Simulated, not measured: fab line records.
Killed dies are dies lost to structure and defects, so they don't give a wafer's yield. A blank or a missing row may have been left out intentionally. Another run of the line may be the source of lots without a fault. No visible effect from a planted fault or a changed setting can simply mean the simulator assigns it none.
2 desks, one fault | flow n5-finfet | what lay behind the numbers comes last; until then each desk has only its own

== THE METROLOGY DESK ==
What the gauges read for every lot (on any tool): the sampled wafers with a number, averaged. The brackets show how far a lot's mean lies from the usual mean; more than 4 standard deviations puts the lot out of limits, marked OUT. Shown here are 7 of its 10 readings, the ones lying furthest out on some lot.
Columns: A = DIBL_N at N5_BEOL_M4_RC_MEAS_101, usual 36.1 mV/V; B = DIBL_P at N5_BEOL_M4_RC_MEAS_101, usual 36.3 mV/V; C = IOFF_N at N5_BEOL_M4_RC_MEAS_101, usual 0.154 nA/um; D = ION_N at N5_BEOL_M4_RC_MEAS_101, usual 670 uA/um; E = ION_P at N5_BEOL_M4_RC_MEAS_101, usual 461 uA/um; F = SS_N at N5_BEOL_M4_RC_MEAS_101, usual 71.4 mV/dec; G = VT_P at N5_BEOL_M4_RC_MEAS_101, usual -250 mV
lot  | first seen here | A    | B    | C     | D   | E   | F    | G
L965 | day 8 16:52     | 35.2 | 35.9 | 0.147 | 668 | 453 | 71.8 | -255
L966 | day 9 09:17     | 37.6 | 36.8 | 0.165 | 680 | 458 | 71.4 | -253
L970 | day 10 23:01    | 35.1 | 35.9 | 0.142 | 665 | 456 | 71.7 | -251
L975 | day 11 15:20    | 37.3 | 35.7 | 0.153 | 663 | 455 | 71.2 | -252
L982 | day 12 17:49    | 35.0 | 35.2 | 0.149 | 677 | 464 | 70.7 | -250
L983 | day 13 17:42    | 34.7 | 34.6 | 0.130 | 663 | 455 | 71.5 | -253
L986 | day 14 00:37    | 35.5 | 36.5 | 0.148 | 668 | 463 | 71.3 | -249
L985 | day 14 16:38    | 37.9 | 38.5 | 0.169 | 668 | 458 | 71.5 | -251
L987 | day 15 03:52    | 37.3 | 37.6 | 0.176 | 671 | 466 | 71.9 | -247
This desk's finding: nothing out of limits on any of the 9 lots.

== TOOL OWNER'S DESK, rie-diel-04 ==
The tool's own readings at N5_SD_EPI_P_ETCHBACK_46 (etches SiNx in CH3F/O2, stops on SiO2, target depth 17.5 nm): means of the sampled wafers that have a number, for each lot that ran on this tool. The brackets show how far a lot's mean lies from the usual mean; more than 4 standard deviations puts the lot out of limits, marked OUT.
Columns: A = drypump-motor-current-A at N5_SD_EPI_P_ETCHBACK_46, usual 6.0 A; B = oes-product-au at N5_SD_EPI_P_ETCHBACK_46, usual 0.66 a.u.; C = rf-vpp-V at N5_SD_EPI_P_ETCHBACK_46, usual 298 V; D = showerhead-plenum-p-Torr at N5_SD_EPI_P_ETCHBACK_46, usual 1.98 Torr; E = throttle-valve-pct at N5_SD_EPI_P_ETCHBACK_46, usual 16.40 %
lot  | first seen here | A   | B    | C   | D    | E
L965 | day 3 10:20     | 5.6 | 0.67 | 294 | 1.96 | 16.21
L966 | day 3 20:39     | 6.0 | 0.66 | 296 | 1.92 | 16.32
L982 | day 7 12:37     | 5.8 | 0.61 | 297 | 1.94 | 16.23
L985 | day 8 08:07     | 5.7 | 0.65 | 296 | 1.92 | 16.16
This desk's finding: nothing out of limits on any of the 4 lots.

== ALL TOGETHER ==
At the metrology desk, nothing out of limits was observed.
The tool owner's desk saw nothing out of limits.

== WHAT THE SIMULATOR HAD PUT IN ==
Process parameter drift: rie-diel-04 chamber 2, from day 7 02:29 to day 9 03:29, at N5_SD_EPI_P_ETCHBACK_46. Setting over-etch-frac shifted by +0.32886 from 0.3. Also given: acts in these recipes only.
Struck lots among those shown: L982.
